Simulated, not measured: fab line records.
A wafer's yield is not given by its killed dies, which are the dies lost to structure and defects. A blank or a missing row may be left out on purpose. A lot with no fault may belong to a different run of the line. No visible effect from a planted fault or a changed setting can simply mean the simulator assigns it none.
Matching of chambers || flow nandHarc || NHARC_A_M0_DEP_32 on pecvd-03 has 3 sister chambers
The step deposits SiCN, target thk 30 nm. 3 wafers are shown with their chamber, then 10 later ones without.

## WAFERS PAIRED WITH THEIR CHAMBERS
{"wafer": "L084.5", "chamber": 0, "showerheadVppV (V)": 1310}
{"wafer": "L083.1", "chamber": 1, "showerheadVppV (V)": 1180}
{"wafer": "L083.3", "chamber": 2, "showerheadVppV (V)": 1330}

## WAFERS WITH NO CHAMBER GIVEN
{"wafer": "L083.6", "showerheadVppV (V)": 1172}
{"wafer": "L092.4", "showerheadVppV (V)": 1293}
{"wafer": "L092.5", "showerheadVppV (V)": 1348}
{"wafer": "L092.6", "showerheadVppV (V)": 1162}
{"wafer": "L094.4", "showerheadVppV (V)": 1310}
{"wafer": "L094.5", "showerheadVppV (V)": 1195}
{"wafer": "L094.6", "showerheadVppV (V)": 1305}
{"wafer": "L096.3", "showerheadVppV (V)": 1184}
{"wafer": "L096.4", "showerheadVppV (V)": 1193}
{"wafer": "L096.6", "showerheadVppV (V)": 1332}

## CHAMBER TAKEN BY EACH
{"wafer": "L083.6", "from the rows above": 1, "in truth": 1}
{"wafer": "L092.4", "from the rows above": "can't be placed: 0 or 2", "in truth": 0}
{"wafer": "L092.5", "from the rows above": "can't be placed: 2 or 0", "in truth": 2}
{"wafer": "L092.6", "from the rows above": 1, "in truth": 1}
{"wafer": "L094.4", "from the rows above": "can't be placed: 0 or 2", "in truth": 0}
{"wafer": "L094.5", "from the rows above": 1, "in truth": 1}
{"wafer": "L094.6", "from the rows above": "can't be placed: 0 or 2", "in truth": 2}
{"wafer": "L096.3", "from the rows above": 1, "in truth": 1}
{"wafer": "L096.4", "from the rows above": 1, "in truth": 1}
{"wafer": "L096.6", "from the rows above": "can't be placed: 2 or 0", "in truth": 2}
Correctly placed: 5 of 10. Unplaceable from these rows: 5, with the true chamber sitting among the candidates in 5. Number placed wrongly: 0.
How it was worked out, from the rows above alone: a wafer's distance from a chamber is the root of the sum, over the readings, of the square of ((its reading less the chamber's mean) divided by the reading's scatter). The wafer belongs to the nearest chamber; if the next one is less than 2 further off, it can't be placed. Each chamber's mean is taken over the wafers shown for it. The scatter: root of mean squared gap, hidden wafer to nearest shown wafer, with one shown wafer a chamber.
